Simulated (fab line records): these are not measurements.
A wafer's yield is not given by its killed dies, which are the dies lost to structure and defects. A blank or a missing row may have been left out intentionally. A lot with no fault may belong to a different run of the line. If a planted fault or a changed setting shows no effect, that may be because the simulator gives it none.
fab line records | flow nand-harc
[record] lots = 5 wafers = 15 last-day = 34
route steps=1302 shown P_CONTACT@235
lots with no fault: from the same line, run without faults
start-h: start of the lot's first displayed wafer, in hours after the record's first day | wait-h: hours elapsed since this lot's preceding step | " repeats the value in the row above | L1.1+2: a single row standing in for several wafers | - no value present, or no start provided | * or withheld: withheld | < > ~ a bound
route shown NAME@n: names a module that has steps shown in the file, with the first one's number in the route | usual: the fault-free wafers' mean and standard deviation | same: alike in all rows | chamber/n: place in a boat | sites: each site's reading | _std_site: the values' standard deviation | _edge_site: mean of outer sites minus mean of inner sites | radius-mm: for every site, how far away it sits from the centre of the wafer | mask NAME#n: copy n | behind: tool/chamber where the wafer was last shaped | hold: why the lot was held/for how many hours/how that ended | device: the n, p or np transistor that did not switch | end of line: tests of these same wafers at the route's end | where a step has no rows: the recipe by itself | killed: at the first sort, the dies lost to defects and structure; wafer yield is something else | map: the dies of a wafer, with x for killed, . for not killed, _ for no die there
set.NAME: the setting that was run; set.NAME@STEP: the one run at that earlier step | model.NAME: the simulator's own value behind a step, which no gauge read
lots at some steps of the route; a table a step, a row a wafer
services: a tool's chamber out of use, with start hour (start-h, from the record's first day; less than 0 if before it), hours out, and reason
[[steps]]
[step NHARC_P_CONTACT_DESCUM_17]
[recipe] time-s = 3 o2-flow-sccm = 200 ar-flow-sccm = 0 bias-power-w = 0 chemistry = O2
[usual] chamber-pressure-mTorr = 60.00/0.053 drypump-motor-current-A = 5.7/0.53 oes-product-au = 1.002/0.0096 rf-vpp-V = 57.7/0.88 showerhead-plenum-p-Torr = 1.90/0.094 throttle-valve-pct = 11.312/0.0097
[same] bias-power-w = 0 time-s = 3
// columns lot.wafer tool chamber start-h wait-h chamber-pressure-mTorr drypump-motor-current-A oes-product-au rf-hours-counter-h rf-vpp-V showerhead-plenum-p-Torr throttle-valve-pct
L790.4 rie-diel-05 0 118.58 0.1 59.94 4.8 1.013 1.4 58.2 1.86 11.321
L790.1 " 3 " " 59.98 5.8 1.012 1.4 58.2 1.90 11.325
L790.5 " 1 " " 60.02 5.5 1.003 - 56.9 1.84 11.319
L792.2 rie-diel-03 1 136.49 0.1 59.99 6.3 1.000 0.4 55.7 1.90 11.311
L792.3 " 3 " " 60.10 5.9 0.995 0.4 57.1 2.07 11.305
L792.4 " 0 " " 60.05 5.8 0.999 0.4 56.8 1.82 11.328
L806.3 rie-diel-03 1 278.51 0.1 59.99 6.2 0.992 4.1 57.8 1.90 11.327
L806.6 " 2 " " 59.99 5.2 1.002 - 57.0 1.87 11.312
L806.4 " 3 " " 59.95 5.9 0.991 - 59.7 2.06 11.322
L812.1 rie-diel-03 0 345.86 0.1 60.10 5.8 1.001 0.7 57.1 1.82 11.293
L812.4 " 3 " " 60.04 5.9 0.999 0.9 58.7 2.06 11.321
L812.5 " 1 " " 59.96 6.3 0.997 - 57.1 1.90 11.306
L813.1 rie-diel-03 0 354.11 0.1 59.93 5.8 1.020 1.0 57.1 1.82 11.295
L813.2 " 2 " " 60.00 5.2 0.993 1.0 57.6 1.86 11.315
L813.4 " 3 " " 60.03 5.9 0.985 1.5 58.6 2.06 11.312
[step NHARC_P_CONTACT_ETCH_35]
[recipe] target-depth-a = 390 over-etch-frac = 0.3 time-s = 65 ion-energy-ev = 80 cf4-flow-sccm = 150 ar-flow-sccm = 0 rf-w = 300 bias-w = 100 chemistry = CF4
[usual] chamber-pressure-mTorr = 49.99/0.047 drypump-motor-current-A = 5.7/0.53 oes-product-au = 1.002/0.0088 rf-vpp-V = 151.1/1.2 showerhead-plenum-p-Torr = 1.76/0.081 throttle-valve-pct = 13.283/0.0088
[same] time-s = 65
// columns lot.wafer tool chamber start-h wait-h chamber-pressure-mTorr drypump-motor-current-A oes-product-au rf-hours-counter-h rf-vpp-V showerhead-plenum-p-Torr throttle-valve-pct
L790.1 rie-diel-05 3 118.67 0.1 50.02 5.8 1.009 1.4 151.5 1.76 13.298
L790.4 " 2 " " 50.02 5.8 0.996 1.3 150.8 1.69 13.290
L790.5 " 0 " " 49.98 4.8 1.009 - 150.4 1.73 13.276
L792.3 rie-diel-03 3 136.57 0.1 49.97 5.9 0.991 0.4 153.6 1.90 13.289
L792.2 " 1 " " 49.97 6.3 1.002 0.4 151.3 1.76 13.277
L792.4 " 2 " " 50.01 5.2 0.996 0.4 151.3 1.73 13.292
L806.3 rie-diel-03 3 278.59 0.1 50.07 5.9 0.995 4.5 152.5 1.90 13.278
L806.6 " 1 " " 49.98 6.3 0.998 - 151.0 1.76 13.286
L806.4 " 2 " " 49.97 5.2 1.001 - 150.5 1.73 13.294
L812.4 rie-diel-03 1 345.95 0.1 50.06 6.3 0.991 1.0 152.9 1.76 13.280
L812.1 " 3 " " 49.95 5.9 0.986 1.0 154.1 1.90 13.281
L812.5 " 0 " " 50.05 5.8 0.998 - 150.7 1.69 13.288
L813.1 rie-diel-03 3 354.19 0.1 49.98 5.9 0.989 1.5 152.3 1.90 13.296
L813.2 " 1 " " 49.95 6.3 1.002 1.3 150.6 1.76 13.281
L813.4 " 2 " " 49.92 5.2 1.001 1.0 151.2 1.73 13.286
[step NHARC_P_CONTACT_ETCH_36]
[recipe] target-depth-a = 2600 over-etch-frac = 0.25 time-s = 406.25 ion-energy-ev = 200 n2-flow-sccm = 150 h2-flow-sccm = 150 ar-flow-sccm = 0 rf-w = 400 bias-w = 150 chemistry = N2/H2
[usual] chamber-pressure-mTorr = 30.000/0.028 drypump-motor-current-A = 5.7/0.52 h2-flow-sccm = 150.0/0.4 oes-product-au = 1.003/0.0098 rf-vpp-V = 430/3.1 showerhead-plenum-p-Torr = 2.03/0.11 throttle-valve-pct = 14.172/0.0097
[same] time-s = 406.25
// columns lot.wafer tool chamber start-h wait-h chamber-pressure-mTorr drypump-motor-current-A h2-flow-sccm oes-product-au rf-hours-counter-h rf-vpp-V showerhead-plenum-p-Torr throttle-valve-pct
L790.1 rie-diel-05 1 - - 29.952 5.5 149.8 1.005 1.6 429 1.96 14.161
L790.4 " 3 " " 30.024 5.9 149.5 1.008 1.5 430 2.03 14.169
L790.5 " 0 " " 29.997 4.8 150.3 1.011 - 428 1.99 14.170
L792.2 rie-diel-03 0 - - 29.985 5.8 149.8 1.003 0.5 429 1.94 14.180
L792.4 " 1 " " 29.963 6.2 150.1 0.999 0.5 430 2.03 14.171
L792.3 " 2 " " 30.018 5.2 149.7 0.994 0.5 430 1.99 14.188
L806.3 rie-diel-03 2 - - 29.997 5.2 150.1 1.002 3.3 429 1.99 14.186
L806.4 " 2 " " 29.982 5.2 150.1 1.004 - 429 1.99 14.176
L806.6 " 1 " " 30.046 6.3 150.0 1.003 - 432 2.02 14.181
L812.4 rie-diel-03 2 - - 29.995 5.2 149.5 0.982 0.6 428 1.99 14.169
L812.1 " 3 " " 29.958 5.9 149.9 0.985 1.0 435 2.20 14.181
L812.5 " 2 " " 30.010 5.2 149.8 0.992 - 429 1.99 14.173
L813.1 rie-diel-03 2 - - 29.952 5.2 150.0 0.989 1.1 430 1.99 14.170
L813.4 " 3 " " 29.996 5.9 150.3 0.985 1.6 436 2.20 14.185
L813.2 " 0 " " 29.992 5.8 150.3 1.007 1.1 427 1.94 14.184
[step NHARC_P_CONTACT_ETCH_18]
[recipe] target-depth-a = 4810 time-s = 240.5 c4f8-flow-sccm = 20 o2-flow-sccm = 10 ar-flow-sccm = withheld rf-w = 600 bias-w = 1500 chemistry = C4F8/O2/Ar
[usual] chamber-pressure-mTorr = 25.001/0.021 oes-product-au = 0.958/0.019 rf-vpp-V = 977/6.6
[same] time-s = 240.5
// columns lot.wafer tool chamber start-h wait-h chamber-pressure-mTorr oes-product-au rf-hours-counter-h rf-vpp-V
L790.4 rie-diel-05 1 - - 24.959 0.949 1.8 975
L790.1 " 3 " " 25.010 0.967 1.6 978
L790.5 " 2 " " 25.006 0.960 - 974
L792.3 rie-diel-03 3 - - 24.989 0.978 0.7 987
L792.2 " 0 " " 25.002 0.984 0.7 972
L792.4 " 1 " " 25.007 0.968 0.6 976
L806.3 rie-diel-03 3 - - 24.978 0.956 4.8 988
L806.4 " 1 " " 24.978 0.955 - 979
L806.6 " 2 " " 25.011 0.966 - 976
L812.1 rie-diel-03 0 - - 25.017 0.959 0.8 973
L812.4 " 1 " " 25.011 0.949 1.2 979
L812.5 " 0 " " 24.983 0.963 - 972
L813.2 rie-diel-03 2 - - 25.012 0.966 1.3 975
L813.4 " 0 " " 24.996 0.966 1.2 971
L813.1 " 1 " " 24.988 0.951 1.5 977
[step NHARC_P_CONTACT_STRIP_37]
[recipe] c4f8-flow-sccm = withheld o2-flow-sccm = 8 ar-flow-sccm = withheld bias-w = 0 chemistry = C4F8/O2/Ar
[step NHARC_P_CONTACT_ETCH_31]
[recipe] target-depth-a = 300 time-s = 85.7 ion-energy-ev = 120 over-etch-frac = 1 ch3f-flow-sccm = 50 o2-flow-sccm = 30 ar-flow-sccm = 200 rf-w = 500 bias-w = 100 chemistry = CH3F/O2
[step NHARC_P_CONTACT_CD_MEAS_19]
[usual] cd-nm = 89.8/1.3
// columns lot.wafer tool chamber start-h wait-h cd-nm
L790.1 cd-sem-02 - 119.46 - 89.0
L790.4 " - " " 90.1
L790.5 " - " " 90.0
L792.2 cd-sem-01 - 137.36 - 91.5
L792.3 " - " " 88.5
L792.4 " - " " 87.8
L806.3 cd-sem-02 - 279.51 - 87.8
L806.4 " - " " 88.1
L806.6 " - " " 89.3
L812.1 cd-sem-02 - 346.73 - 91.0
L812.4 " - " " 87.7
L812.5 " - " " 88.4
L813.1 cd-sem-02 - 354.98 - 88.7
L813.2 " - " " 89.3
L813.4 " - " " 89.7
[step NHARC_P_CONTACT_STRIP_28]
[recipe] o2-flow-sccm = 500 ar-flow-sccm = 0 bias-w = 0 chemistry = O2
[step NHARC_P_CONTACT_STRIP_29]
[recipe] time-s = 1200 temp-c = 72.5 chemistry = post-etch-residue-remover
[step NHARC_P_CONTACT_DEGAS_38]
[recipe] temp-c = 300 time-s = 60
[step NHARC_P_CONTACT_PRE_CLEAN_39]
[recipe] time-s = 19.5 bias-v = 250 gas = Ar
[step NHARC_P_CONTACT_PVD_32]
[recipe] target-thk-a = 50 chamber-pressure-pa = 5 power-w = 5000 substrate-temp-c = 200 time-s = 17.7 material = Ti
[step NHARC_P_CONTACT_ALD_22]
[recipe] target-thk-a = 30 pulse-time-s = 1 ald-cycles = 150 temp-c = 450 material = TiN
[usual] ald-cycles = 150/0 heater-power-w = 1078/110 precursor-pulse-height-rel = 0.998/0.02
// columns lot.wafer tool chamber start-h wait-h ald-cycles heater-power-w precursor-pulse-height-rel
L790.4 ald-metal-02 3 120.41 - 150 846 0.996
L790.1 " 0 " " 150 1114 1.029
L790.5 " 3 " " 150 836 0.996
L792.2 ald-metal-04 0 138.31 - 150 1112 1.008
L792.3 " 1 " " 150 1004 0.966
L792.4 " 2 " " 150 982 0.971
L806.3 ald-metal-02 0 280.52 - 72 1096 0.950
L806.4 " 1 " " 150 960 0.986
L806.6 " 0 " " 72 1142 0.979
L812.4 ald-metal-04 2 347.71 - 150 1050 1.041
L812.1 " 0 " " 150 1073 1.026
L812.5 " 2 " " 150 1041 1.000
L813.4 ald-metal-04 3 355.93 - 150 1126 0.962
L813.2 " 0 " " 150 1065 0.991
L813.1 " 1 " " 150 1100 0.993
[step NHARC_P_CONTACT_CVD_23]
[recipe] target-thk-a = 2000 temp-c = 300 pressure-torr = 40 wf6-flow-sccm = 40 h2-flow-sccm = 1600 ar-flow-sccm = 1560 time-s = 557 material = W
[usual] chamber-pressure-Torr = 40.00/0.079 heater-power-w = 496/41 throttle-valve-pct = 7.96/0.28
[same] time-s = 557
// columns lot.wafer tool chamber start-h wait-h chamber-pressure-Torr heater-power-w throttle-valve-pct
L790.1 cvd-w-02 1 - - 40.00 499 7.77
L790.4 " 0 " " 39.98 472 7.92
L790.5 " 0 " " 40.05 470 8.07
L792.2 cvd-w-01 0 - - 39.96 446 8.52
L792.3 " 1 " " 40.03 526 7.85
L792.4 " 0 " " 40.00 464 8.52
L806.3 cvd-w-01 1 - - 39.90 552 8.00
L806.4 " 1 " " 40.07 562 7.75
L806.6 " 1 " " 40.00 546 7.78
L812.1 cvd-w-02 0 - - 40.11 483 7.85
L812.4 " 1 " " 40.04 496 8.33
L812.5 " 0 " " 40.07 487 8.07
L813.1 cvd-w-02 0 - - 40.01 463 7.89
L813.2 " 1 " " 39.96 483 8.05
L813.4 " 0 " " 39.89 480 7.83
[[services]]
// columns tool chamber start-h hours kind
rie-diel-03 1 96.69 6.8 repair
rie-diel-03 - 104.30 9.0 pm
rie-diel-03 0 115.34 5.1 repair
ald-metal-04 - 118.00 10.0 pm
rie-diel-03 1 140.05 3.4 repair
cvd-w-02 1 146.89 11.3 repair
cvd-w-02 - 166.35 2.8 repair
rie-diel-03 2 178.51 2.2 repair
rie-diel-03 - 183.40 0.6 repair
cvd-w-01 - 185.00 13.0 pm
ald-metal-02 2 211.03 8.9 repair
cvd-w-01 0 213.92 13.1 repair
rie-diel-03 2 226.02 17.2 repair
rie-diel-05 - 229.62 9.0 pm
rie-diel-03 0 234.50 2.8 repair
rie-diel-03 2 260.24 5.0 repair
cvd-w-02 - 269.12 13.0 pm
rie-diel-03 0 276.18 32.9 repair
rie-diel-03 - 281.30 9.0 pm
ald-metal-04 - 296.00 10.0 pm
rie-diel-03 2 301.44 10.0 repair
cvd-w-02 - 320.57 2.2 repair
ald-metal-04 3 330.69 10.8 repair
rie-diel-03 3 330.80 5.6 repair
[[key]]
[first-sign] step = NHARC_P_CONTACT_ALD_22 reading = ald-cycles direction = down sigmas = 99+ usual = 150 struck = 72
effect none on later readings
met-at NHARC_P_CONTACT_ALD_22
struck-wafers L806.3,L806.6
later-rows-left-out L806.3,L806.6
sort-left-out L806.3,L806.6
tester-left-out L806
onset-between 120.41 280.52
[fault] kind = process-parameter-drift tool = ald-metal-02 chamber = 0 onset-h = 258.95 steps = NHARC_P_CONTACT_ALD_22 channel = ald-cycles offset = -78 shape = step end-h = 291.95 acts-in = these-recipes-only stated = 150
// tester-left-out: of these lots the tester's yield and bins aren't shown, on N5 and GAA mostly nor the transistor test; their killed dies are dies lost to structure and defects alone, not to doping, threshold or leakage, so they don't give the yield
// sort-left-out: the simulated sort isn't trusted on such a fault, so these wafers' sort isn't shown, and their yield isn't known
// later-rows-left-out: the simulator's readings of these wafers behind a module that went badly wrong aren't trusted and aren't shown, but for the sort
